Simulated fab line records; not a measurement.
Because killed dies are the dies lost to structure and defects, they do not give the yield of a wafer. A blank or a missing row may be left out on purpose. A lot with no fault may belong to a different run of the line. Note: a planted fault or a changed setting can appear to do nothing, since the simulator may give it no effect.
Matching of chambers + flow nand harc + rie diel-12 running NHARC_A_STAIRCASE_DESCUM_186: 4 sister chambers
The step chemistry O2, time 3 s. 4 wafers are shown with their chamber, then 10 later ones without.

## WAFERS PAIRED WITH THEIR CHAMBERS
| wafer  | chamber | drypump motor current A (A) |
|--------|---------|-----------------------------|
| L084.1 | 2       | 5.3                         |
| L087.4 | 0       | 6.1                         |
| L091.1 | 3       | 5.6                         |
| L091.2 | 1       | 5.9                         |

## WAFERS MISSING THEIR CHAMBER
| wafer  | drypump motor current A (A) |
|--------|-----------------------------|
| L091.3 | 5.3                         |
| L091.4 | 6.1                         |
| L091.5 | 5.5                         |
| L091.6 | 5.3                         |
| L093.1 | 5.9                         |
| L093.2 | 5.3                         |
| L093.6 | 5.3                         |
| L093.3 | 6.1                         |
| L093.4 | 5.5                         |
| L093.5 | 5.9                         |

## WHICH CHAMBER EACH WENT THROUGH
| wafer  | from the rows above | in truth |
|--------|---------------------|----------|
| L091.3 | 2                   | 2        |
| L091.4 | 0                   | 0        |
| L091.5 | 3                   | 3        |
| L091.6 | 2                   | 2        |
| L093.1 | 1                   | 1        |
| L093.2 | 2                   | 2        |
| L093.6 | 2                   | 2        |
| L093.3 | 0                   | 0        |
| L093.4 | 3                   | 3        |
| L093.5 | 1                   | 1        |
Correct placement for 10 of the 10. Left unplaced by these rows: 0. Number placed wrongly: 0.
How it was worked out, from the rows above alone: a wafer's distance from a chamber is the root of the sum, over the readings, of the square of ((its reading less the chamber's mean) divided by the reading's scatter). If the next closest chamber is less than 2 further off than the closest, the wafer can't be placed; otherwise it belongs to the closest. The mean given for a chamber averages the wafers shown for that chamber. The scatter: with one shown wafer a chamber, the root of the mean of the squares of how far each hidden wafer lies from its nearest shown one.
